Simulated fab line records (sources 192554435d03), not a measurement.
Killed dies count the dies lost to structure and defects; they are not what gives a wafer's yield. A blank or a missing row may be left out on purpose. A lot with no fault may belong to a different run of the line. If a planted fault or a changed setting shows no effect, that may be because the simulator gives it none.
Struck lot and sound lot, side by side :: flow n5_finfet :: 16 steps out of a route of 1938
Sound: the wafers L519.1, L519.2, L519.3. Wafers struck: L530.2, L530.3. The cause is named last.
Each step with rows lists, per side, the tool, then ch with its chambers, then its first start. Under that, the readings that differ: sound wafers :: struck wafers :: difference of the means :: sigmas: that difference in standard deviations of wafers without a fault.
alike: same words and numbers on both sides, and readings whose means sit less than 2 such deviations apart. not compared: any withheld reading, any reading some wafer has no value for, any bound like >300 that may hide the same value, and any number with overlapping values for which the record gives no deviation.
The two part at a step that has a row with sigmas, a row that says differs or no value, or rows on one side only. Numbers that don't overlap but have no deviation are shown without sigmas and don't part them. A reading missing from all wafers of one side parts the sides only when that side holds two or more wafers.

N5_BEOL_M1_ETCH_41: etches SiCN in CH3F/O2, target depth 31.9 nm, time 57.8 s.
  sound on rie_diel-03 ch 0,1,3; struck on rie_diel-01 ch 0,2
  alike: drypump_motor_current_A, oes_product_au, rf_vpp_V, showerhead_plenum_p_Torr, throttle_valve_pct
  not compared: rf_hours_counter_h
then, 1 step without rows for these wafers: N5_BEOL_M1_STRIP_97 (strips in N2/H2, time 10 s).
N5_BEOL_M1_OCD_MEAS_38:
  sound on ocd-01 at day 7 09:41; struck on ocd-02 at day 9 22:54
  alike: trench_depth_nm
then, 4 steps without rows for these wafers: N5_BEOL_M1_HM_STRIP_39 (strips TiN in peroxide tin strip, target depth 25 nm, time 158 s); N5_BEOL_M1_SRD_40 (time 30 s); N5_BEOL_M1_PRECLEAN_42 (cleans in residue remover, time 60 s); N5_BEOL_M1_SRD_43 (time 30 s).
N5_BEOL_M1_CD_MEAS_35: target cd 18 nm, target cd y 21 nm.
  sound on cd_sem-02 at day 7 09:50; struck on cd_sem-03 at day 9 23:03
  alike: cd_nm
then, 1 step without rows for these wafers: N5_BEOL_M1_DEGAS_44 (time 60 s).
N5_BEOL_M1_PRE_CLEAN_45: time 30 s.
  sound on pvd_sputter-03 at day 7 10:15; struck on pvd_sputter-03 at day 10 00:02
  alike: heater_power_w
N5_BEOL_M1_ALD_84: deposits TaN, pulse time 2 s, purge time 3 s, co reactant purge time 2 s.
  sound on ald_metal-02 ch 0,1,3, day 7 10:20; struck on ald_metal-04 ch 0,2, day 10 00:07
reading: since_wet_clean_h (h)
sound: 2894 2894 2894
struck: 6033 6033
difference: +3139
sigmas: 
  alike: heater_power_w
N5_BEOL_M1_SURFACE_TREAT_85:
  sound on pvd_sputter-03 at day 7 10:38; struck on pvd_sputter-03 at day 10 00:25
  not compared: throttle_valve_pct
N5_BEOL_M1_CVD_47: deposits Co from CCTBA/H2, target thk 3 nm, time 223.8 s.
  sound on cvd_co-01 ch 0,1,2, day 7 10:41; struck on cvd_co-01 ch 0,1, day 10 00:29
reading: run_length_s (s)
sound: 246.6 246.9 246.5
struck: 110.4 110.4
difference: -136.3
sigmas: -99 or more
  not compared: since_wet_clean_h
N5_BEOL_M1_SPUTTER_48: material Cu, target thk 4.5 nm, time 8.29 s.
  sound on pvd_sputter-03 at day 7 10:51; struck on pvd_sputter-01 at day 10 00:40
  alike: throttle_valve_pct
N5_BEOL_M4_RC_MEAS_101:
  sound on prober-02 ch 0, day 8 21:28; struck on prober-02 ch 0, day 11 20:39
reading: ION_N (uA/um)
sound: 682 701 678
struck: 664 647
difference: -32
sigmas: -2
  alike: DIBL_N, DIBL_P, IOFF_N, IOFF_P, ION_P, SS_N, SS_P, VT_N, VT_P
N5_PASSIVATION_PROBE_49:
  rows exist in the record for the sound wafers here (prober-01, day 13 06:03), none for the struck ones

WHERE THEY PART
Last at N5_PASSIVATION_PROBE_49 as far as this record goes, first at N5_BEOL_M1_CVD_47.

WHY: what the simulator had put in
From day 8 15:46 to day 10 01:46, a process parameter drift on cvd_co-01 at N5_BEOL_M1_CVD_47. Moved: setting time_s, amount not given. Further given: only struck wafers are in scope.
